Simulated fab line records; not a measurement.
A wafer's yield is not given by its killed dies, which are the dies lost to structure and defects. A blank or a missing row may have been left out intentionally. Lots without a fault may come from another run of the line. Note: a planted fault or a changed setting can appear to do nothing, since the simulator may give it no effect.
A lot that was struck, set against a sound lot	flow nand harc	14 out of 1302 route steps
Sound: these wafers, L847.2, L847.3, L847.5. Wafers struck: L859.3, L859.5, L859.6. Last of all comes the cause.
For every step that has rows: the tool of each side, followed by ch and its chambers, followed by its first start. Under that, the readings that differ: sound wafers	struck wafers	difference of the means	sigmas: that difference in standard deviations of wafers without a fault.
alike: same words and numbers on both sides, and readings whose means sit less than 2 such deviations apart. not compared: any withheld reading, any reading some wafer has no value for, any bound like >300 that may hide the same value, and any number with overlapping values for which the record gives no deviation.
A row with sigmas, a row that says differs or no value, or rows on one side alone: a step with any of these is where the two part. Non-overlapping numbers with no deviation appear without sigmas and do not part them. A reading that every wafer of one side lacks parts them only if that side has two wafers or more.

NHARC_A_ONON_D1_INSPECT_32:
  struck on defect inspect-01, day 15 09:02; sound on defect inspect-01, day 10 13:24
  alike: raw defect count
NHARC_A_CHANNEL_HOLE_D1_DEP_00: deposits aC, target thk 3100 nm.
  sound on acl dep-02 ch 0, day 10 15:36; struck on acl dep-02 ch 0, day 15 10:35
  alike: throttle valve pct
NHARC_A_CHANNEL_HOLE_D1_DEP_01: deposits SiON, target thk 140 nm.
  sound on pecvd-04 ch 0,1,2, day 10 17:11; struck on pecvd-04 ch 0,2, day 15 11:52
  alike: heater power w
then, 9 steps without rows for these wafers: NHARC_A_CHANNEL_HOLE_D1_DEHYDRATE_02 (time 120 s); NHARC_A_CHANNEL_HOLE_D1_HMDS_03 (time 30 s); NHARC_A_CHANNEL_HOLE_D1_COAT_36 (time 75 s); NHARC_A_CHANNEL_HOLE_D1_COAT_37 (time 65 s); NHARC_A_CHANNEL_HOLE_D1_COAT_04 (resist thk 90 nm); NHARC_A_CHANNEL_HOLE_D1_SOFTBAKE_05 (time 55 s); NHARC_A_CHANNEL_HOLE_D1_EBR_06; NHARC_A_CHANNEL_HOLE_D1_EXPOSE_07 (exposes mask HOLE D1, target cd 100 nm); NHARC_A_CHANNEL_HOLE_D1_PEB_08 (peb time 65 s).
NHARC_A_CHANNEL_HOLE_D1_DEVELOP_09: develop time 35 s.
  struck on litho track-06, day 15 12:00; sound on litho track-06 ch 0, day 10 17:00
  no value came back on the struck wafers for chill plate temp C (C), develop time s (s); on the sound wafers chill plate temp C (C) reads 23.05 23.08 22.99
NHARC_A_CHANNEL_HOLE_D1_CD_MEAS_10 targets a cd of 100 nm.
  sound on cd sem-02 ch 0, day 10 17:54; struck on cd sem-02 ch 0, day 15 12:35
reading	sound	struck	difference	sigmas
cd nm (nm)	99.2 99.1 100.5	- - -	no value on the struck wafers	

WHERE THEY PART
Earliest at NHARC_A_CHANNEL_HOLE_D1_DEVELOP_09; latest, in this record, at NHARC_A_CHANNEL_HOLE_D1_CD_MEAS_10.

WHY: whatever the simulator had introduced
Entire step skipped (litho track-06, NHARC_A_CHANNEL_HOLE_D1_DEVELOP_09), from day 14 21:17 onward. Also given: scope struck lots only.
